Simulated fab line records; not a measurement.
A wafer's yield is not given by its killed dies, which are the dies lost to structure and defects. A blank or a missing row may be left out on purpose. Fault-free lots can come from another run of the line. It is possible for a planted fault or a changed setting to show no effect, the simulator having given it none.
Struck lot and sound lot, side by side / flow n5 finfet / 40 steps out of a route of 1938
Sound: these wafers, L421.1, L421.5, L421.6. Struck: wafer L413.2 (L413.4, L413.5, from the same lot, were not struck and are left out); the cause is given at the end.
Each step with rows lists, per side, the tool, then ch with its chambers, then its first start. Under that, the readings that differ: sound wafers / struck wafers / difference of the means / sigmas: that difference in standard deviations of wafers without a fault.
alike: a reading whose means differ by less than 2 such deviations, as well as words and numbers matching on both sides. not compared: withheld readings; readings where some wafer has no value; bounds like >300 that might hide an equal value; numbers whose values overlap and for which the record gives no deviation.
Wherever a step has rows on one side only, a row that says differs or no value, or a row with sigmas, the two part there. Non-overlapping numbers with no deviation appear without sigmas and do not part them. Lack of a reading on every wafer of one side parts them only where that side has two or more wafers.

first, 11 steps without rows for these wafers: N5_HKMG_FIN_STRIP_60 (strips in N2/H2, time 360 s); N5_HKMG_FIN_WET_ETCH_77 (etches La2O3 in dHCl, stops on HfO2, target depth 2 nm); N5_HKMG_FIN_WET_ETCH_78 (etches Al2O3 in dNH4OH, stops on La2O3, target depth 4.5 nm, rinse time 30 s); N5_HKMG_FIN_ALD_79 (deposits TiN, target thk 1.5 nm, pulse time 1 s, purge time 3 s); N5_HKMG_FIN_CVD_62 (deposits a-Si from Si2H6, target thk 3 nm, time 20.8 s); N5_HKMG_FIN_RTA_80 (time 2 s); N5_HKMG_FIN_PRECLEAN_64 (cleans in dHF, time 30 s); N5_HKMG_FIN_WET_ETCH_65 (etches a-Si in TMAH, stops on TiN, time 49 s, target depth 3 nm); N5_HKMG_FIN_WET_ETCH_81 (etches TiN in SC1, stops on HfO2, time 57 s, target depth 6 nm); N5_HKMG_FIN_WET_ETCH_82 (etches La2O3 in dHCl, stops on HfO2, target depth 2 nm, rinse time 30 s); N5_HKMG_FIN_ALD_36 (deposits TiN, target thk 1 nm, pulse time 1 s, purge time 3 s).
N5_HKMG_FIN_PWFM_ALD_03: deposits TiN, target thk 2 nm, pulse time 1 s, purge time 3 s.
  sound on ald metal-04 ch 2,3, day 8 04:36; struck on ald metal-01 ch 2, day 6 03:34
reading=ald cycles; sound=91 91 91; struck=58; difference=-33; sigmas=
reading=model.TiN_of_HKMG_FIN_PWFM_ALD_03.thk nm (nm); sound=2 2 2; struck=1.2; difference=-0.8; sigmas=
  alike: heater power outer w, heater power w, precursor pulse height rel
  not compared: since wet clean h
then, 26 steps without rows for these wafers: N5_HKMG_FIN_COAT_29 (time 60 s, resist thk 300 nm); N5_HKMG_FIN_COAT_30 (time 60 s, resist thk 35 nm); N5_HKMG_FIN_COAT_06 (resist thk 90 nm); N5_HKMG_FIN_EBR_08; N5_HKMG_FIN_SOFTBAKE_07 (time 60 s); N5_HKMG_FIN_EXPOSE_09 (exposes mask NWFM); N5_HKMG_FIN_PEB_10 (peb time 60 s); N5_HKMG_FIN_DEVELOP_11 (develop time 30 s); N5_HKMG_FIN_DESCUM_17 (chemistry O2, time 7.9 s); N5_HKMG_FIN_ETCH_31 (etches SiARC in CF4, target depth 45.5 nm, time 75.8 s); N5_HKMG_FIN_ETCH_32 (etches SOC in N2/H2, target depth 240 nm, time 300 s); N5_HKMG_FIN_STRIP_33 (strips in N2/H2); N5_HKMG_FIN_STRIP_34 (strips in CF4); N5_HKMG_FIN_ETCH_35 (etches SOC in N2/H2, target depth 215.8 nm, time 243.4 s); N5_HKMG_FIN_STRIP_92 (strips SOC in N2/H2, time 20 s); N5_HKMG_FIN_WET_ETCH_18 (etches TiN in SC1, time 55 s, target depth 5.2 nm, rinse time 30 s); N5_HKMG_FIN_STRIP_19 (strips in N2/H2, time 360 s); N5_HKMG_FIN_ALD_91 (deposits TiN, target thk 1 nm, pulse time 1 s, purge time 3 s); N5_HKMG_FIN_COAT_85 (time 60 s, resist thk 300 nm); N5_HKMG_FIN_ETCH_86 (etches SOC in N2/H2, stops on TiN, target depth 393.2 nm); N5_HKMG_FIN_STRIP_89 (strips SOC in N2/H2, time 20 s); N5_HKMG_FIN_WET_ETCH_87 (etches TiN in SC1, time 154.2 s, target depth 4.7 nm, rinse time 30 s); N5_HKMG_FIN_STRIP_88 (strips in N2/H2, time 360 s); N5_HKMG_FIN_NWFM_ALD_20 (deposits TiAlC, target thk 2 nm, pulse time 3 s, purge time 2 s); N5_HKMG_FIN_ALD_71 (deposits TiN, target thk 1 nm, pulse time 1 s, purge time 3 s); N5_HKMG_FIN_COAT_66 (time 60 s, resist thk 300 nm).
-- record jumps: 4 days separate the struck wafers' starts on either side; left off in module HKMG_FIN, taken up again in module BEOL_M4, whose first shown step is the route's number 1111 --
N5_BEOL_M4_RC_MEAS_101:
  sound on prober-02 ch 0, day 11 18:33; struck on prober-02 ch 0, day 9 15:44
reading=DIBL_N (mV/V); sound=38.2 37.6 36.9; struck=32.4; difference=-5.2; sigmas=-3
reading=IOFF_P (nA/um); sound=0.17 0.18 0.17; struck=0.06; difference=-0.11; sigmas=-3
reading=IOFF_P_85C (nA/um); sound=3.2 3.3 3.1; struck=1.2; difference=-2.0; sigmas=-4
reading=IOFF_P_LIN (nA/um); sound=0.082 0.085 0.081; struck=0.029; difference=-0.054; sigmas=-4
reading=IOFF_P_LONG (nA/um); sound=9.1e-05 9.5e-05 9.1e-05; struck=6.5e-05; difference=-2.7e-05; sigmas=-3
reading=ION_P (uA/um); sound=441 458 450; struck=409; difference=-41; sigmas=-5
reading=SS_N (mV/dec); sound=72.6 71.5 71.8; struck=70.4; difference=-1.6; sigmas=-2
reading=VT_P (mV); sound=-257 -254 -255; struck=-284; difference=-29; sigmas=-9
reading=VT_P_LONG (mV); sound=-284 -280 -280; struck=-308; difference=-27; sigmas=-9
reading=VT_P_LVT (mV); sound=-105.0 -104.4 -104.3; struck=-132.6; difference=-28.0; sigmas=-10
  alike: DIBL_P, IOFF_N, ION_N, SS_P, VT_N
-- record jumps: 5 days separate the struck wafers' starts on either side; left off in module BEOL_M4, taken up again in module PASSIVATION, whose first shown step is the route's number 1936 --
N5_PASSIVATION_PROBE_49:
  sound: prober-02 at day 16 10:05; struck: prober-01 at day 14 04:05
reading=defect limited yield (%); sound=91.4 91.9 93.6; struck=89.3; difference=-3.0; sigmas=-2
reading=killed at front end; sound=24 37 29; struck=57; difference=+27; sigmas=+3
reading=killed dies; sound=101 96 76; struck=126; difference=+35; sigmas=+2
reading=killed short; sound=26 34 25; struck=49; difference=+21; sigmas=+2
reading=sort_bin_5_function (%); sound=5.2 4.4 4.2; struck=7.4; difference=+2.8; sigmas=+3
reading=sort_bin_8_speed (%); sound=0.08 0 0; struck=89.24; difference=+89.21; sigmas=+99 or more
reading=sort n pass; sound=1078 1084 1104; struck=1; difference=-1088; sigmas=-64
reading=sort yield pct (%); sound=91.4 91.9 93.6; struck=0.1; difference=-92.2; sigmas=-61
  alike: killed_at_M0_to_M3, killed_at_M4_up, killed at contacts, killed at other, killed open, sort_bin_6_memory

== WHERE THEY PART ==
Earliest at N5_BEOL_M4_RC_MEAS_101; latest, in this record, at N5_PASSIVATION_PROBE_49.

WHY: whatever the simulator had introduced
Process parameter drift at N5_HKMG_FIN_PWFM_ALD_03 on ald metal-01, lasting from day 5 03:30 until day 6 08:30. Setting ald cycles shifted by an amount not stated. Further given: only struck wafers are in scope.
